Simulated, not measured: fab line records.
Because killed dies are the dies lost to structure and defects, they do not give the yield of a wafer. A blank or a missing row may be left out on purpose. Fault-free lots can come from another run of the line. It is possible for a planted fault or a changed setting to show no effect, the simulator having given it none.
Chamber matching + flow nand-harc + 4 sister chambers for NHARC_A_BLC_ALD_23 on ald-metal-02
The step deposits TiN, target thk 3 nm, pulse time 1 s, ald cycles 150. 4 wafers are shown with their chamber, then 11 later ones without.

== WAFERS, EACH WITH ITS CHAMBER ==
| wafer  | chamber | heater-power-w (W) |
|--------|---------|--------------------|
| L090.1 | 3       | 1187               |
| L090.4 | 2       | 996                |
| L090.6 | 1       | 1158               |
| L089.2 | 0       | 1037               |

== WAFERS WITH NO CHAMBER GIVEN ==
| wafer  | heater-power-w (W) |
|--------|--------------------|
| L089.4 | 1145               |
| L089.6 | 1014               |
| L092.1 | 1051               |
| L092.3 | 1171               |
| L092.5 | 1024               |
| L095.1 | 1159               |
| L095.2 | 1043               |
| L095.6 | 1178               |
| L097.3 | 1195               |
| L097.4 | 984                |
| L097.6 | 1048               |

== THE CHAMBER EACH PASSED THROUGH ==
| wafer  | from the rows above     | in truth |
|--------|-------------------------|----------|
| L089.4 | 1                       | 1        |
| L089.6 | can't be placed: 2 or 0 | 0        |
| L092.1 | 0                       | 0        |
| L092.3 | can't be placed: 1 or 3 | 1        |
| L092.5 | can't be placed: 0 or 2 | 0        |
| L095.1 | 1                       | 1        |
| L095.2 | 0                       | 0        |
| L095.6 | can't be placed: 3 or 1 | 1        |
| L097.3 | 3                       | 3        |
| L097.4 | 2                       | 2        |
| L097.6 | 0                       | 0        |
Correct placement for 7 of the 11. Can't be placed from these rows: 4 (the true chamber is among the candidates in 4). Number placed wrongly: 0.
How it was worked out, from the rows above alone: a wafer's distance from a chamber is the root of the sum, over the readings, of the square of ((its reading less the chamber's mean) divided by the reading's scatter). The wafer belongs to the nearest chamber; if the next one is less than 2 further off, it can't be placed. Each chamber's mean is taken over the wafers shown for it. The scatter: root of mean squared gap, hidden wafer to nearest shown wafer, with one shown wafer a chamber.
